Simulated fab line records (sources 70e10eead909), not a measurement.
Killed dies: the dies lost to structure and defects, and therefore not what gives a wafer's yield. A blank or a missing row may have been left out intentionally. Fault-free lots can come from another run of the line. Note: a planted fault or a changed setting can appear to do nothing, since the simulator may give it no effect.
Chamber matching	flow nand_harc	pecvd-01 running NHARC_A_M1_PRE_CLEAN_32: 3 sister chambers
The step time 12 s. 14 wafers are shown with their chamber, then 7 later ones without.

== WAFERS WITH THEIR CHAMBER ==
wafer	chamber	heater_power_w (W)
L536.1	2	613
L536.3	1	631
L536.5	2	595
L538.2	0	654
L538.3	1	673
L538.4	2	651
L542.2	0	625
L542.3	2	653
L542.6	0	616
L545.2	1	687
L545.4	0	675
L545.5	1	678
L551.2	0	579
L551.4	0	578

SIGNATURES, as means of the wafers listed above
reading	chamber 0	chamber 1	chamber 2	scatter within a chamber
heater_power_w	621.17	667.25	628.00	33
Rule: for each reading, subtract the chamber's mean from the wafer's reading, divide by that reading's scatter and square the result; add these up over the readings and take the root, which gives the wafer's distance from the chamber. If the next closest chamber is less than 2 further off than the closest, the wafer can't be placed; otherwise it belongs to the closest. The scatter is the square root of a quotient: the sum, over the shown wafers, of each reading's squared deviation from its chamber's mean, divided by wafers minus chambers.

== WAFERS WITHOUT THEIR CHAMBER ==
wafer	heater_power_w (W)
L551.5	547
L553.1	648
L553.4	641
L553.6	687
L552.4	565
L552.5	761
L552.6	670

== WHICH CHAMBER EACH WENT THROUGH ==
wafer	from the rows above	in truth
L551.5	can't be placed: 0 or 2 or 1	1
L553.1	can't be placed: 1 or 2 or 0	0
L553.4	can't be placed: 2 or 0 or 1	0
L553.6	can't be placed: 1 or 2 or 0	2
L552.4	can't be placed: 0 or 2 or 1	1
L552.5	can't be placed: 1 or 2 or 0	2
L552.6	can't be placed: 1 or 2 or 0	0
Correctly placed: 0 of 7. Can't be placed from these rows: 7 (the true chamber is among the candidates in 7). Placed wrongly: 0.
